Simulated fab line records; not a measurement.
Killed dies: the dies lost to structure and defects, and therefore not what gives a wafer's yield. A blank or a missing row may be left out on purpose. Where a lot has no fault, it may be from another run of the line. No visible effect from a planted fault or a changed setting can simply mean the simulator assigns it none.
Which tool did it? + flow n5 finfet + Sampling: 23 lots, 69 wafers, 4 of 1938 route steps

== WHAT EACH GAUGE READ, for each wafer ==
N5_BEOL_M0_INSPECT_127: inspects for defects (darkfield). Usual: 72 for raw defect count, sd 21.
| lot  | measured     | on                | raw defect count | flag |
|------|--------------|-------------------|------------------|------|
| L074 | day 6 01:43  | defect inspect-02 | 77 53 61         |      |
| L075 | day 6 06:23  | defect inspect-01 | 84 62 46         |      |
| L076 | day 6 12:05  | defect inspect-01 | 91 108 79        |      |
| L077 | day 6 19:41  | defect inspect-01 | 116 42 90        |      |
| L078 | day 6 22:51  | defect inspect-02 | 76 96 84         |      |
| L079 | day 7 06:51  | defect inspect-01 | 87 70 61         |      |
| L080 | day 7 07:47  | defect inspect-01 | 75 60 77         |      |
| L081 | day 7 15:26  | defect inspect-02 | 65 41 76         |      |
| L082 | day 8 02:09  | defect inspect-01 | 55 65 49         |      |
| L083 | day 8 07:02  | defect inspect-02 | 89 92 55         |      |
| L084 | day 8 07:29  | defect inspect-01 | 112 100 143      |      |
| L085 | day 8 16:47  | defect inspect-02 | 51 77 67         |      |
| L086 | day 9 03:44  | defect inspect-01 | 82 71 54         |      |
| L087 | day 9 10:29  | defect inspect-02 | 79 86 76         |      |
| L088 | day 9 11:02  | defect inspect-01 | 105 76 92        |      |
| L089 | day 9 15:40  | defect inspect-02 | 56 58 75         |      |
| L090 | day 9 20:35  | defect inspect-01 | 61 81 91         |      |
| L092 | day 10 15:43 | defect inspect-02 | 72 54 37         |      |
| L093 | day 11 02:58 | defect inspect-02 | 46 63 44         |      |
| L094 | day 11 03:14 | defect inspect-02 | 61 123 95        |      |
| L095 | day 11 11:28 | defect inspect-01 | 79 96 81         |      |
| L096 | day 11 11:56 | defect inspect-01 | 96 62 51         |      |
| L097 | day 11 20:05 | defect inspect-02 | 58 53 54         |      |

== WHICH TOOL RAN EACH LOT (tool, then ch and the chambers of the sampled wafers, then the start) ==
| lot  | N5_BEOL_M0_HM_OPEN_105            | N5_BEOL_M0_STRIP_140               | N5_BEOL_M0_ANNEAL_119            |
|------|-----------------------------------|------------------------------------|----------------------------------|
| L074 | rie metal-02 ch 0,1, day 5 20:12  | rie diel-02 ch 0,1,3, day 5 20:26  | rtp anneal-02 ch 0, day 6 00:46  |
| L075 | rie metal-03 ch 0,1, day 5 23:43  | rie diel-01 ch 1,2,3, day 5 23:54  | rtp anneal-01 ch 0, day 6 05:28  |
| L076 | rie metal-01 ch 0,1, day 6 07:51  | rie diel-03 ch 2,3, day 6 08:05    | rtp anneal-01 ch 0, day 6 11:11  |
| L077 | rie metal-03 ch 0,1, day 6 14:36  | rie diel-01 ch 0,2, day 6 14:47    | rtp anneal-01 ch 0, day 6 18:50  |
| L078 | rie metal-01 ch 0,1, day 6 18:17  | rie diel-01 ch 0,1,3, day 6 18:27  | rtp anneal-01 ch 0, day 6 21:55  |
| L079 | rie metal-03 ch 0,1, day 7 01:52  | rie diel-02 ch 0,1,2, day 7 02:07  | rtp anneal-02 ch 0, day 7 06:01  |
| L080 | rie metal-02 ch 1, day 7 04:25    | rie diel-02 ch 0,1,2, day 7 04:51  | rtp anneal-02 ch 0, day 7 06:55  |
| L081 | rie metal-01 ch 0,1, day 7 11:25  | rie diel-03 ch 1,2, day 7 11:32    | rtp anneal-01 ch 0, day 7 14:41  |
| L082 | rie metal-03 ch 0,1, day 7 22:01  | rie diel-03 ch 1,2, day 7 22:13    | rtp anneal-01 ch 0, day 8 01:16  |
| L083 | rie metal-01 ch 0,1, day 8 03:19  | rie diel-03 ch 1,3, day 8 03:32    | rtp anneal-02 ch 0, day 8 06:13  |
| L084 | rie metal-03 ch 0,1, day 8 03:28  | rie diel-01 ch 0,1,2, day 8 03:41  | rtp anneal-02 ch 0, day 8 06:37  |
| L085 | rie metal-02 ch 0,1, day 8 11:40  | rie diel-03 ch 0,2, day 8 11:51    | rtp anneal-01 ch 0, day 8 15:54  |
| L086 | rie metal-03 ch 0, day 8 23:49    | rie diel-01 ch 1,2,3, day 9 00:08  | rtp anneal-01 ch 0, day 9 02:44  |
| L087 | rie metal-02 ch 0,1, day 9 06:44  | rie diel-02 ch 0,2,3, day 9 06:54  | rtp anneal-02 ch 0, day 9 09:40  |
| L088 | rie metal-03 ch 0, day 9 07:05    | rie diel-02 ch 1,3, day 9 07:24    | rtp anneal-02 ch 0, day 9 10:09  |
| L089 | rie metal-01 ch 0,1, day 9 10:26  | rie diel-02 ch 1,3, day 9 10:37    | rtp anneal-01 ch 0, day 9 14:42  |
| L090 | rie metal-02 ch 0,1, day 9 15:04  | rie diel-02 ch 0,1,3, day 9 15:15  | rtp anneal-01 ch 0, day 9 19:42  |
| L092 | rie metal-02 ch 0,1, day 10 09:01 | rie diel-03 ch 2,3, day 10 09:11   | rtp anneal-02 ch 0, day 10 14:34 |
| L093 | rie metal-01 ch 0, day 10 23:09   | rie diel-03 ch 0,2, day 10 23:19   | rtp anneal-01 ch 0, day 11 02:07 |
| L094 | rie metal-03 ch 0,1, day 10 23:14 | rie diel-02 ch 0,1,2, day 10 23:31 | rtp anneal-01 ch 0, day 11 02:23 |
| L095 | rie metal-01 ch 0,1, day 11 07:34 | rie diel-01 ch 0,2, day 11 07:51   | rtp anneal-02 ch 0, day 11 10:41 |
| L096 | rie metal-03 ch 0,1, day 11 08:12 | rie diel-02 ch 0,1, day 11 08:26   | rtp anneal-02 ch 0, day 11 11:02 |
| L097 | rie metal-02 ch 0,1, day 11 15:44 | rie diel-02 ch 0,1, day 11 16:01   | rtp anneal-01 ch 0, day 11 19:20 |
- N5_BEOL_M0_HM_OPEN_105: chemistry Cl2/BCl3, target TiN, target depth 12 nm.
- N5_BEOL_M0_STRIP_140: strips in CF4.
- N5_BEOL_M0_ANNEAL_119: time 90 s.

== AS READ BY THE TOOLS THEMSELVES (means over the sampled wafers that have a number; for cases with no such wafer, the mark the record gives instead) ==
N5_BEOL_M0_HM_OPEN_105. Usual: drypump motor current A 5.8 A, standard deviation 0.33; oes product au 0.77 a.u., standard deviation 0.15; throttle valve pct 21.87 %, standard deviation 0.18.
| lot  | tool         | drypump motor current A (A) | oes product au (a.u.) | throttle valve pct (%) | flag |
|------|--------------|-----------------------------|-----------------------|------------------------|------|
| L074 | rie metal-02 | 5.9                         | 0.59                  | 21.93                  |      |
| L075 | rie metal-03 | 5.7                         | 0.63                  | 22.06                  |      |
| L076 | rie metal-01 | 5.8                         | 0.81                  | 21.77                  |      |
| L077 | rie metal-03 | 5.7                         | 0.64                  | 22.10                  |      |
| L078 | rie metal-01 | 5.9                         | 0.70                  | 21.69                  |      |
| L079 | rie metal-03 | 5.7                         | 0.64                  | 22.08                  |      |
| L080 | rie metal-02 | 6.3                         | 1.00                  | 21.77                  |      |
| L081 | rie metal-01 | 6.0                         | 0.70                  | 21.71                  |      |
| L082 | rie metal-03 | 5.7                         | 0.64                  | 22.09                  |      |
| L083 | rie metal-01 | 6.0                         | 0.69                  | 21.71                  |      |
| L084 | rie metal-03 | 5.7                         | 0.62                  | 22.07                  |      |
| L085 | rie metal-02 | 5.6                         | 0.91                  | 21.75                  |      |
| L086 | rie metal-03 | 5.6                         | 0.66                  | 22.11                  |      |
| L087 | rie metal-02 | 5.9                         | 0.91                  | 21.77                  |      |
| L088 | rie metal-03 | 5.6                         | 0.66                  | 22.11                  |      |
| L089 | rie metal-01 | 5.9                         | 0.78                  | 21.79                  |      |
| L090 | rie metal-02 | 5.9                         | 0.91                  | 21.77                  |      |
| L092 | rie metal-02 | 5.9                         | 0.90                  | 21.77                  |      |
| L093 | rie metal-01 | 6.1                         | 1.00                  | 21.46                  |      |
| L094 | rie metal-03 | 5.7                         | 0.76                  | 22.02                  |      |
| L095 | rie metal-01 | 5.9                         | 0.89                  | 21.74                  |      |
| L096 | rie metal-03 | 5.7                         | 0.87                  | 21.92                  |      |
| L097 | rie metal-02 | 5.6                         | 0.86                  | 21.79                  |      |

N5_BEOL_M0_STRIP_140. Usual: drypump motor current A 5.7 A, standard deviation 0.42; oes product au 0.78 a.u., standard deviation 0.085; power w 300.0 W, standard deviation 0.83; rf vpp V 271.3 V, standard deviation 1.9; showerhead plenum p Torr 1.80 Torr, standard deviation 0.078; throttle valve pct 13.61 %, standard deviation 0.25.
| lot  | tool        | drypump motor current A (A) | oes product au (a.u.) | power w (W) | rf vpp V (V) | showerhead plenum p Torr (Torr) | throttle valve pct (%) | flag |
|------|-------------|-----------------------------|-----------------------|-------------|--------------|---------------------------------|------------------------|------|
| L074 | rie diel-02 | 5.8                         | 0.75                  | 299.9       | 269.8        | 1.74                            | 13.64                  |      |
| L075 | rie diel-01 | 5.7                         | 0.78                  | 299.9       | 270.5        | 1.79                            | 13.51                  |      |
| L076 | rie diel-03 | 5.9                         | 0.83                  | 299.9       | 271.5        | 1.83                            | 13.51                  |      |
| L077 | rie diel-01 | 5.3                         | 0.83                  | 299.7       | 270.0        | 1.79                            | 13.40                  |      |
| L078 | rie diel-01 | 5.9                         | 0.72                  | 299.9       | 272.9        | 1.83                            | 13.76                  |      |
| L079 | rie diel-02 | 5.4                         | 0.77                  | 300.4       | 271.5        | 1.78                            | 13.74                  |      |
| L080 | rie diel-02 | 5.4                         | 0.76                  | 299.4       | 270.4        | 1.78                            | 13.74                  |      |
| L081 | rie diel-03 | 5.8                         | 0.74                  | 300.0       | 271.3        | 1.80                            | 13.66                  |      |
| L082 | rie diel-03 | 6.0                         | 0.72                  | 300.3       | 270.7        | 1.78                            | 13.61                  |      |
| L083 | rie diel-03 | 6.1                         | 0.74                  | 299.7       | 269.9        | 1.78                            | 13.51                  |      |
| L084 | rie diel-01 | 5.7                         | 0.77                  | 299.4       | 272.0        | 1.79                            | 13.52                  |      |
| L085 | rie diel-03 | 5.5                         | 0.70                  | 300.2       | 270.4        | 1.73                            | 13.77                  |      |
| L086 | rie diel-01 | 5.7                         | 0.76                  | 299.8       | 271.8        | 1.78                            | 13.58                  |      |
| L087 | rie diel-02 | 5.6                         | 0.79                  | 300.4       | 271.3        | 1.80                            | 13.58                  |      |
| L088 | rie diel-02 | 6.2                         | 0.86                  | 301.1       | 271.6        | 1.83                            | 13.32                  |      |
| L089 | rie diel-02 | 6.2                         | 0.85                  | 300.3       | 272.8        | 1.83                            | 13.30                  |      |
| L090 | rie diel-02 | 5.8                         | 0.81                  | 300.5       | 271.8        | 1.80                            | 13.50                  |      |
| L092 | rie diel-03 | 5.9                         | 0.78                  | 299.1       | 271.5        | 1.82                            | 13.60                  |      |
| L093 | rie diel-03 | 5.6                         | 0.80                  | 300.8       | 272.0        | 1.84                            | 13.61                  |      |
| L094 | rie diel-02 | 5.4                         | 0.81                  | 300.3       | 272.3        | 1.84                            | 13.62                  |      |
| L095 | rie diel-01 | 5.6                         | 0.74                  | 299.8       | 271.8        | 1.83                            | 13.72                  |      |
| L096 | rie diel-02 | 5.6                         | 0.83                  | 300.2       | 271.1        | 1.84                            | 13.54                  |      |
| L097 | rie diel-02 | 5.3                         | 0.76                  | 299.7       | 269.5        | 1.77                            | 13.73                  |      |

N5_BEOL_M0_ANNEAL_119. Usual: 226.1 for wafer_temp_C_max, sd 0.44.
| lot  | tool          | wafer_temp_C_max | flag |
|------|---------------|------------------|------|
| L074 | rtp anneal-02 | 226.3            |      |
| L075 | rtp anneal-01 | 225.4            |      |
| L076 | rtp anneal-01 | 225.9            |      |
| L077 | rtp anneal-01 | 225.9            |      |
| L078 | rtp anneal-01 | 225.6            |      |
| L079 | rtp anneal-02 | 226.4            |      |
| L080 | rtp anneal-02 | 226.6            |      |
| L081 | rtp anneal-01 | 225.9            |      |
| L082 | rtp anneal-01 | 225.8            |      |
| L083 | rtp anneal-02 | 226.8            |      |
| L084 | rtp anneal-02 | 226.2            |      |
| L085 | rtp anneal-01 | 225.5            |      |
| L086 | rtp anneal-01 | 225.6            |      |
| L087 | rtp anneal-02 | 226.5            |      |
| L088 | rtp anneal-02 | 226.6            |      |
| L089 | rtp anneal-01 | 225.8            |      |
| L090 | rtp anneal-01 | 225.9            |      |
| L092 | rtp anneal-02 | 226.3            |      |
| L093 | rtp anneal-01 | 225.8            |      |
| L094 | rtp anneal-01 | 225.7            |      |
| L095 | rtp anneal-02 | 226.5            |      |
| L096 | rtp anneal-02 | 226.5            |      |
| L097 | rtp anneal-01 | 225.8            |      |

== THE ANSWER, worked out from the rows above alone ==
Rule: a lot is off if the mean of its wafers that have a number lies more than 3 standard deviations from the usual mean. A lot without any number at a reading at which 4 lots or more have one is off too. All remaining lots with rows at the step are treated as sound. The gauges are gone through in route order, then the tools' own readings, and for those a lot's mean is taken as printed above. At the first step where some lot is off, the reading lying furthest off is the one used; lots without a number count as furthest.
No lot is off at any reading shown: from this, nothing can be told.

== WHAT HAD BEEN PUT IN BY THE SIMULATOR ==
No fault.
